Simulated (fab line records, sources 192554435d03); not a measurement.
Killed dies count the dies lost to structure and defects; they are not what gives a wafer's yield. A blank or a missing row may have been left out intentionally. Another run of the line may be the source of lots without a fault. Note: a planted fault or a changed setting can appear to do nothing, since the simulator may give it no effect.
What tool caused it? ; flow n5Finfet ; 11 lots, 31 wafers sampled, at 5 steps of a route of 1938

== WHAT THE GAUGES READ, wafer by wafer ==
N5_BEOL_M1_THK_MEAS_53: measures by xrf. Usual: M1_THK gives 40.1 nm (standard deviation 1.7).
lot;measured;on;M1_THK (nm);flag
L202;day 6 14:10;filmMetro-01;40.8 41.0 42.5;
L203;day 6 20:14;filmMetro-01;38.1 38.3 39.7;
L205;day 7 01:38;filmMetro-02;42.7 40.2 42.1;
L204;day 7 01:53;filmMetro-01;39.3 43.0 41.9;
L206;day 7 11:58;filmMetro-01;38.6 39.3 38.8;
L208;day 7 19:53;filmMetro-02;39.6 39.1 42.7;
L209;day 8 06:21;filmMetro-01;39.4 40.6 40.4;
L211;day 8 20:23;filmMetro-02;35.5 38.2 38.8;
L212;day 9 01:41;filmMetro-01;37.8 40.1 38.2;
L216;day 9 20:59;filmMetro-01;39.2 39.7;
L220;day 10 22:46;filmMetro-02;38.9 42.2;

N5_BEOL_M4_RC_MEAS_101. Usual: DIBL_N 36.6 mV/V, standard deviation 2.1; DIBL_P 36.3 mV/V, standard deviation 2.2; IOFF_N 0.16 nA/um, standard deviation 0.036; IOFF_P 0.21 nA/um, standard deviation 0.038; ION_N 671 uA/um, standard deviation 12; ION_P 460 uA/um, standard deviation 7.5; SS_N 71.8 mV/dec, standard deviation 0.72; SS_P 73.3 mV/dec, standard deviation 0.72; VT_N 250 mV, standard deviation 3.2; VT_P -250 mV, standard deviation 3.5.
lot;measured;on;DIBL_N (mV/V);DIBL_P (mV/V);IOFF_N (nA/um);IOFF_P (nA/um);ION_N (uA/um);ION_P (uA/um);SS_N (mV/dec);SS_P (mV/dec);VT_N (mV);VT_P (mV);flag
L202;day 7 18:29;prober-02;40.1 35.0 37.9;39.8 35.4 38.1;0.20 0.12 0.16;0.21 0.16 0.19;675 655 669;456 453 456;72.6 71.2 71.4;73.9 72.8 73.9;248 253 252;-254 -257 -257;
L203;day 8 03:50;prober-01;39.8 37.9 39.4;37.1 35.5 36.5;0.20 0.17 0.19;0.26 0.24 0.25;678 679 666;469 473 460;72.1 71.9 72.7;73.7 73.5 73.9;249 247 247;-245 -246 -246;
L205;day 8 13:08;prober-01;36.6 34.7 35.2;35.8 33.8 33.3;0.18 0.14 0.14;0.21 0.18 0.17;674 670 664;458 463 452;71.9 71.7 71.7;73.5 73.2 72.9;249 250 251;-251 -254 -253;
L204;day 8 11:43;prober-02;35.4 36.8 38.4;36.4 37.3 40.0;0.17 0.20 0.23;0.22 0.23 0.28;661 678 680;459 460 461;72.0 72.4 72.7;74.1 74.3 74.9;250 245 243;-251 -250 -248;
L206;day 8 17:33;prober-01;39.1 34.7 33.8;39.6 33.7 33.0;0.20 0.13 0.11;0.25 0.17 0.15;683 654 656;458 451 454;72.3 71.3 70.9;74.0 72.3 72.3;249 252 252;-247 -252 -255;
L208;day 9 04:12;prober-01;38.5 38.6 39.4;37.8 37.6 37.8;0.21 0.19 0.20;0.25 0.24 0.25;682 673 678;463 457 463;72.4 72.1 73.1;73.7 74.1 74.3;245 249 249;-249 -250 -248;
L209;day 9 20:33;prober-02;38.0 39.1 40.2;36.7 37.5 38.5;0.17 0.18 0.21;0.23 0.24 0.26;659 674 673;459 465 461;72.0 72.2 72.8;73.5 73.8 73.4;249 248 245;-247 -248 -247;
L211;day 10 02:48;prober-02;34.4 35.4 32.6;35.1 35.9 33.4;0.13 0.15 0.11;0.19 0.21 0.16;663 678 666;456 470 461;70.9 71.0 70.7;72.4 73.1 72.5;252 249 252;-252 -249 -252;
L212;day 10 07:31;prober-01;32.1 36.3 36.9;31.7 35.6 36.6;0.12 0.18 0.18;0.17 0.24 0.25;668 686 673;470 471 465;69.9 72.0 72.1;72.2 73.1 73.4;253 248 248;-250 -247 -246;
L216;day 11 03:21;prober-01;34.3 35.9;34.3 36.8;0.13 0.16;0.17 0.21;644 667;444 463;72.1 71.9;73.3 72.9;256 250;-256 -252;
L220;day 12 11:01;prober-02;34.1 36.6;35.0 37.4;0.13 0.18;0.18 0.21;680 669;464 456;71.4 72.4;72.3 73.0;249 249;-251 -252;

== WHICH TOOL RAN EACH LOT (tool, then ch and the chambers of the sampled wafers, then the start) ==
lot;N5_BEOL_M1_SPUTTER_90;N5_BEOL_M1_CO_CAP_55;N5_BEOL_M2_PECVD_72
L202;pvdSputter-02, day 6 12:43;cvdCo-01 ch 0,1,2, day 6 14:14;pecvd-03 ch 0,1,2, day 6 14:35
L203;pvdSputter-03, day 6 18:47;cvdCo-01 ch 0,2, day 6 20:19;pecvd-04 ch 0,1,2, day 6 20:43
L205;pvdSputter-01, day 7 00:11;cvdCo-02 ch 0,1,2, day 7 01:43;pecvd-04 ch 0,2, day 7 02:04
L204;pvdSputter-02, day 7 00:20;cvdCo-02 ch 0,2, day 7 01:58;pecvd-01 ch 0,1,2, day 7 02:19
L206;pvdSputter-02, day 7 10:31;cvdCo-01 ch 0,2, day 7 12:02;pecvd-03 ch 0,1,2, day 7 12:23
L208;pvdSputter-02, day 7 18:26;cvdCo-01 ch 0,1,2, day 7 19:57;pecvd-03 ch 0,1,2, day 7 20:19
L209;pvdSputter-02, day 8 04:50;cvdCo-02 ch 0,2, day 8 06:38;pecvd-03 ch 0,1,2, day 8 06:59
L211;pvdSputter-01, day 8 18:54;cvdCo-02 ch 0,1,2, day 8 20:28;pecvd-04 ch 0,1, day 8 20:49
L212;pvdSputter-01, day 9 00:14;cvdCo-02 ch 1,2, day 9 01:52;pecvd-03 ch 0,1, day 9 02:13
L216;pvdSputter-03, day 9 19:33;cvdCo-02 ch 1,2, day 9 21:04;pecvd-03 ch 0, day 9 21:26
L220;pvdSputter-03, day 10 21:19;cvdCo-01 ch 1,2, day 10 22:50;pecvd-04 ch 0,1, day 10 23:11
- N5_BEOL_M1_SPUTTER_90: material Cu, target thk 4.5 nm, time 8.29 s.
- N5_BEOL_M1_CO_CAP_55: material Co, precursor CCTBA/H2, target thk 2 nm, time 102.1 s.
- N5_BEOL_M2_PECVD_72: deposits SiO2 from TEOS/O2, target thk 16 nm, time 18 s.

== AS READ BY THE TOOLS THEMSELVES (means over the sampled wafers that have a number; for cases with no such wafer, the mark the record gives instead) ==
N5_BEOL_M1_SPUTTER_90. Usual: substrateTempC -20.00 C, standard deviation 0.1; throttleValvePct 29.8 %, standard deviation 0.99.
lot;tool;substrateTempC (C);throttleValvePct (%);flag
L202;pvdSputter-02;-19.94;30.0;
L203;pvdSputter-03;-20.01;29.9;
L205;pvdSputter-01;-20.01;29.3;
L204;pvdSputter-02;-19.93;29.7;
L206;pvdSputter-02;-20.04;30.0;
L208;pvdSputter-02;-20.08;28.6;
L209;pvdSputter-02;-19.91;29.5;
L211;pvdSputter-01;-19.89;30.4;
L212;pvdSputter-01;-19.98;30.6;
L216;pvdSputter-03;-20.03;30.1;
L220;pvdSputter-03;-20.07;29.6;

N5_BEOL_M1_CO_CAP_55. Usual: heaterPowerW 239 W, standard deviation 15; runLengthS 125.3 s, standard deviation 0.6.
lot;tool;heaterPowerW (W);runLengthS (s);flag
L202;cvdCo-01;226;125.7;
L203;cvdCo-01;224;125.4;
L205;cvdCo-02;248;125.3;
L204;cvdCo-02;243;125.1;
L206;cvdCo-01;228;125.1;
L208;cvdCo-01;217;125.5;
L209;cvdCo-02;246;124.7;
L211;cvdCo-02;248;125.1;
L212;cvdCo-02;240;125.2;
L216;cvdCo-02;249;94.8;OFF
L220;cvdCo-01;222;125.7;

N5_BEOL_M2_PECVD_72. Usual: heaterPowerW 746 W, standard deviation 62; showerheadPlenumPTorr 8.78 Torr, standard deviation 0.068; throttleValvePct 22.4 %, standard deviation 0.93.
lot;tool;heaterPowerW (W);showerheadPlenumPTorr (Torr);throttleValvePct (%);flag
L202;pecvd-03;746;8.79;22.6;
L203;pecvd-04;696;8.75;23.0;
L205;pecvd-04;657;8.77;23.0;
L204;pecvd-01;732;8.79;21.5;
L206;pecvd-03;745;8.79;22.5;
L208;pecvd-03;764;8.81;22.5;
L209;pecvd-03;759;8.79;22.6;
L211;pecvd-04;723;8.74;23.4;
L212;pecvd-03;792;8.87;22.5;
L216;pecvd-03;781;8.89;21.7;
L220;pecvd-04;756;8.74;23.6;

== THE ANSWER, worked out from the rows above alone ==
Rule: take the mean of a lot's wafers that have a number; if it is more than 3 standard deviations from the usual mean, the lot is off. A lot without any number at a reading at which 4 lots or more have one is off too. The other lots that the step has rows for count as sound. After the gauges, taken in route order, come the tools' own readings; for these a lot's mean is taken, as printed above. At the first step where some lot is off, the reading lying furthest off is the one used; lots without a number count as furthest.
Off: L216 (N5_BEOL_M1_CO_CAP_55, runLengthS).
A tool fits if, at that step or a process step before it, it ran every lot that is off, and no sound lot after the first of them. One fits: cvdCo-02 at N5_BEOL_M1_CO_CAP_55. Its last sound lot is L212 (day 9 01:52), its first lot that is off L216 (day 9 21:04): a fault that began between those two fits.
On the lots that are off, the tool's own readings at N5_BEOL_M1_CO_CAP_55 differ by more than 5 times the standard deviation of the sound lots' means, which bears it out; runLengthS reads 94.8 s there versus 125.3 s on the sound lots.

== WHAT HAD BEEN PUT IN BY THE SIMULATOR ==
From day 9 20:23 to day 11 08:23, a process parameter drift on cvdCo-02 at N5_BEOL_M1_CO_CAP_55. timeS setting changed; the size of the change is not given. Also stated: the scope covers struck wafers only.
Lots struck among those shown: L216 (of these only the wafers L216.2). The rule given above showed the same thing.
